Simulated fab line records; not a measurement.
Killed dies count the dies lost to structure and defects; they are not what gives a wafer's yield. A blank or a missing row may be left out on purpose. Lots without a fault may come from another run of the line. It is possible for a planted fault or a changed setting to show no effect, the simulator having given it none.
8D (eight disciplines) problem report, filled in by code / flow n5 finfet / the parts of the form that need people (team, actions taken, sign-off) are left out

## 1. THE PROBLEM
thk nm at N5_FIN_SAQP_THK_MEAS_05 reads a mean of 53.3 nm on 5 wafers of 3 lots; wafers without a fault read 38.1 nm with a standard deviation of 0.59. That puts it +26 standard deviations away from the usual mean.
First observed at day 5 05:33: wafer L698.1, on film metro-01. The record holds 26 wafers of 9 lots with a number at this step. By rule, "out" or "out of limits" means more than 4 standard deviations away from the usual mean. The rest of the wafers with a number are treated as sound.

## 2. WHAT IT IS; WHAT IT IS NOT
question=which readings at this step | is=thk nm | is not=-
question=which lots | is=L698, L701, L703 | is not=L685, L687, L689, L691, L696, L708
question=which wafers of those lots | is=L698.1, L701.1, L701.6, L703.1, L703.6 | is not=L698.4, L698.5, L701.2
question=read on which gauges | is=film metro-01, film metro-02 | is not=-
question=when | is=from day 5 05:33 | is not=up to then (17 sound wafers); but 4 sound wafers of L701, L708 came after

## 3. THE SUSPECTS, EACH WITH WHAT RULES IT OUT
Counting: a tool at a process step up to the reading stays a suspect if it ran every lot that is out. Sound lots after the first of them don't rule it out here, since some wafers of a struck lot are sound.
- the gauge at N5_FIN_SAQP_THK_MEAS_05: ruled out. 2 gauges (film metro-01, film metro-02) read the wafers that are out.
- pecvd-02 at N5_FIN_SAQP_HM_DEP_03 (deposits SiNx from SiH4/NH3/N2, target thk 38 nm, time 33.6 s): kept. Every lot that is out went through it, the first being L698 (day 5 05:28); the last sound lot it ran before that was L696 (day 4 15:40).
After counting, what remains is pecvd-02 at N5_FIN_SAQP_HM_DEP_03.

## 4. THE CAUSE (what the simulator had put in)
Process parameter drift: pecvd-02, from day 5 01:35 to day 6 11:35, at N5_FIN_SAQP_HM_DEP_03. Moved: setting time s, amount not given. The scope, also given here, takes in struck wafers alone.
Counting left only this tool.

## 5. THE EFFECT CHAIN, in route order
Rows list readings where the struck wafers' mean (over those with a number) sits beyond 3 standard deviations from the usual. Scope: only readings with a usual standard deviation given in the record; hours: median across lots of the time from each lot's start at the first step in this table that gives one to its start at this step; sigmas: change in usual standard deviations.
hours=0; step=N5_FIN_SAQP_THK_MEAS_05; reading=thk nm; usual=38.1 nm; on struck wafers=53.3; change=+15.2; sigmas=+26
hours=5; step=N5_FIN_SAQP_HM_OPEN_33; reading=etch rf on time s; usual=69.4 s; on struck wafers=97.0; change=+27.6; sigmas=+17
Its process steps:
- N5_FIN_SAQP_HM_OPEN_33: chemistry CH3F/O2, target SiNx, target depth 49.4 nm, time 70.6 s.
Later steps that measure or inspect, where all struck wafers having a row at the step show a number for every such reading and not one has moved that far: N5_FIN_SAQP_THK_MEAS_07, N5_BEOL_M4_RC_MEAS_101.

## 6. WHAT WOULD HAVE CAUGHT IT SOONER
In this record the first reading out of limits at a measuring or inspecting step was taken at day 5 05:33, 4 hours after the fault began at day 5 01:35.
An alarm limit of 4 standard deviations would not have fired on the tool readings at N5_FIN_SAQP_HM_DEP_03 for which the record gives a usual standard deviation, since none of them was out on any struck wafer.
Lots out: 3; of these, L701, L703 started N5_FIN_SAQP_HM_DEP_03 on pecvd-02 after day 5 05:33. A hold on the tool at that time would have spared those 2.
